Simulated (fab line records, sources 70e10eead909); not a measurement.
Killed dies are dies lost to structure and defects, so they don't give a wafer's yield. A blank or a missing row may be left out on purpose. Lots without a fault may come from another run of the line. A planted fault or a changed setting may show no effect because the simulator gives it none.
Which tool did it? | flow nand_harc | 13 lots, 39 wafers sampled, at 4 steps of a route of 1302

WHAT THE GAUGES READ, wafer by wafer
The record holds no reading of a measuring or inspecting step that can be judged against a usual standard deviation.

WHICH TOOL RAN EACH LOT (tool, then ch and the chambers of the sampled wafers, then the start)
lot  | NHARC_A_CONTACT_ETCH_126             | NHARC_A_CONTACT_ETCH_128             | NHARC_A_CONTACT_SOFTBAKE_03       | NHARC_A_CONTACT_ETCH_89
L916 | har_cap_etch-03 ch 0,1, day 22 15:53 | har_cap_etch-03 ch 0,1, day 22 16:14 | litho_track-06 ch 0, day 22 22:00 | rie_diel-05 ch 1,3, no start
L919 | har_cap_etch-01 ch 0,1, day 23 09:23 | har_cap_etch-01 ch 0,1, day 23 09:44 | litho_track-04 ch 0, day 23 14:00 | rie_diel-03 ch 0,2,3, no start
L920 | har_cap_etch-03 ch 0,1, day 24 19:04 | har_cap_etch-03 ch 0,1, day 24 19:32 | litho_track-01 ch 0, day 25 00:00 | rie_diel-13 ch 0,1,3, no start
L923 | har_cap_etch-03 ch 0,1, day 26 00:58 | har_cap_etch-03 ch 0,1, day 26 01:26 | litho_track-06 ch 0, day 26 06:00 | rie_diel-13 ch 0,2,3, no start
L927 | har_cap_etch-01 ch 0,1, day 27 02:11 | har_cap_etch-01 ch 0,1, day 27 02:32 | litho_track-06 ch 0, day 27 07:00 | rie_diel-03 ch 0,2,3, no start
L926 | har_cap_etch-03 ch 0,1, day 27 10:59 | har_cap_etch-03 ch 0,1, day 27 11:21 | litho_track-04 ch 0, day 27 17:00 | rie_diel-05 ch 1,3, no start
L928 | har_cap_etch-02 ch 0,1, day 27 21:40 | har_cap_etch-02 ch 0,1, day 27 22:16 | litho_track-06 ch 0, day 28 06:00 | rie_diel-03 ch 0,3, no start
L932 | har_cap_etch-01 ch 0,1, day 29 07:10 | har_cap_etch-01 ch 0,1, day 29 07:38 | litho_track-06 ch 0, day 29 13:00 | rie_diel-03 ch 1,2,3, no start
L933 | har_cap_etch-02 ch 0,1, day 29 14:07 | har_cap_etch-02 ch 0,1, day 29 14:28 | litho_track-06 ch 0, day 29 19:00 | rie_diel-03 ch 0,1,3, no start
L935 | har_cap_etch-01 ch 0,1, day 30 06:25 | har_cap_etch-01 ch 0,1, day 30 06:53 | litho_track-06 ch 0, day 30 15:00 | rie_diel-13 ch 0,1, no start
L936 | har_cap_etch-02 ch 0,1, day 30 22:14 | har_cap_etch-02 ch 0,1, day 30 22:36 | litho_track-04 ch 0, day 31 05:00 | rie_diel-03 ch 0,1,2, no start
L937 | har_cap_etch-01 ch 0,1, day 31 03:06 | har_cap_etch-01 ch 0,1, day 31 03:28 | litho_track-01 ch 0, day 31 08:00 | rie_diel-03 ch 0,1,2, no start
L938 | har_cap_etch-03 ch 0,1, day 31 06:30 | har_cap_etch-03 ch 0,1, day 31 06:51 | litho_track-01 ch 0, day 31 13:00 | rie_diel-13 ch 2,3, no start
- NHARC_A_CONTACT_ETCH_126: etches the open film in C4F8/O2/Ar, time 197 s, target depth 1918 nm.
- NHARC_A_CONTACT_ETCH_128: etches the open film in C4F8/O2/Ar, time 197 s, target depth 1918 nm.
- NHARC_A_CONTACT_SOFTBAKE_03: time 55 s.
- NHARC_A_CONTACT_ETCH_89: etches the open film in N2/H2, target depth 260 nm, time 475.3 s.

WHAT THE TOOLS THEMSELVES READ (means of the sampled wafers that have a number; where no wafer has one, the mark that the record gives instead)
NHARC_A_CONTACT_SOFTBAKE_03. Usual: heater_power_total_W 188.45 W, standard deviation 0.15.
lot  | tool           | heater_power_total_W (W) | flag
L916 | litho_track-06 | 188.34                   |
L919 | litho_track-04 | 188.42                   |
L920 | litho_track-01 | 188.55                   |
L923 | litho_track-06 | 188.53                   |
L927 | litho_track-06 | 188.53                   |
L926 | litho_track-04 | 188.51                   |
L928 | litho_track-06 | 188.39                   |
L932 | litho_track-06 | 194.44                   | OFF
L933 | litho_track-06 | 194.41                   | OFF
L935 | litho_track-06 | 194.47                   | OFF
L936 | litho_track-04 | 188.48                   |
L937 | litho_track-01 | 188.50                   |
L938 | litho_track-01 | 188.39                   |

NHARC_A_CONTACT_ETCH_89. Usual: drypump_motor_current_A 5.6 A, standard deviation 0.44; mfc_ar_sccm 0.011 sccm, standard deviation 0.014; oes_product_au 1.000 a.u., standard deviation 0.0078; rf_vpp_V 429.9 V, standard deviation 2.9; showerhead_plenum_p_Torr 2.02 Torr, standard deviation 0.097; throttle_valve_pct 14.172 %, standard deviation 0.01.
lot  | tool        | drypump_motor_current_A (A) | mfc_ar_sccm (sccm) | oes_product_au (a.u.) | rf_vpp_V (V) | showerhead_plenum_p_Torr (Torr) | throttle_valve_pct (%) | flag
L916 | rie_diel-05 | 5.3                         | 0.000              | 0.999                 | 428.7        | 1.96                            | 14.171                 |
L919 | rie_diel-03 | 5.8                         | 0.008              | 1.000                 | 427.5        | 1.96                            | 14.179                 |
L920 | rie_diel-13 | 5.6                         | 0.030              | 0.995                 | 430.0        | 2.01                            | 14.175                 |
L923 | rie_diel-13 | 5.7                         | 0.017              | 0.990                 | 428.1        | 1.95                            | 14.169                 |
L927 | rie_diel-03 | 5.8                         | 0.008              | 1.007                 | 428.5        | 1.95                            | 14.159                 |
L926 | rie_diel-05 | 5.3                         | 0.000              | 1.002                 | 428.3        | 1.95                            | 14.171                 |
L928 | rie_diel-03 | 5.7                         | 0.000              | 1.002                 | 430.5        | 2.04                            | 14.170                 |
L932 | rie_diel-03 | 5.8                         | 0.009              | 1.007                 | 431.2        | 2.04                            | 14.178                 |
L933 | rie_diel-03 | 5.5                         | 0.001              | 1.002                 | 432.7        | 2.09                            | 14.167                 |
L935 | rie_diel-13 | 5.7                         | 0.038              | 0.999                 | 431.0        | 2.07                            | 14.180                 |
L936 | rie_diel-03 | 5.7                         | 0.009              | 1.003                 | 433.0        | 2.12                            | 14.173                 |
L937 | rie_diel-03 | 5.6                         | 0.009              | 0.996                 | 433.1        | 2.12                            | 14.169                 |
L938 | rie_diel-13 | 5.2                         | 0.012              | 0.993                 | 426.6        | 1.93                            | 14.176                 |

THE ANSWER, worked out from the rows above alone
Rule: a lot is off if the mean of its wafers that have a number lies more than 3 standard deviations from the usual mean. A lot without any number at a reading at which 4 lots or more have one is off too. The other lots that the step has rows for count as sound. The gauges are gone through in route order, then the tools' own readings, and for those a lot's mean is taken as printed above. The first step at which some lot is off is used, and at that step the reading that is off furthest; a lot without a number counts as furthest.
Off: L932, L933, L935, at NHARC_A_CONTACT_SOFTBAKE_03 (heater_power_total_W).
A tool fits if, at that step or a process step before it, it ran every lot that is off, and no sound lot after the first of them. One fits: litho_track-06 at NHARC_A_CONTACT_SOFTBAKE_03. Its last sound lot is L928 (day 28 06:00), its first lot that is off L932 (day 29 13:00): a fault that began between those two fits.
The tool's own readings at NHARC_A_CONTACT_SOFTBAKE_03 bear it out: on the lots that are off they differ by more than 5 times the standard deviation of the sound lots' means. heater_power_total_W reads 194.44 W there against 188.46 W on the sound lots.

WHAT THE SIMULATOR HAD PUT IN
Process parameter drift: litho_track-06, from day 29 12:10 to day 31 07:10, at NHARC_A_CONTACT_SOFTBAKE_03. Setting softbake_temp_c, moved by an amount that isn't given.
Lots struck among those shown: L932, L933, L935. The rule above found the same.
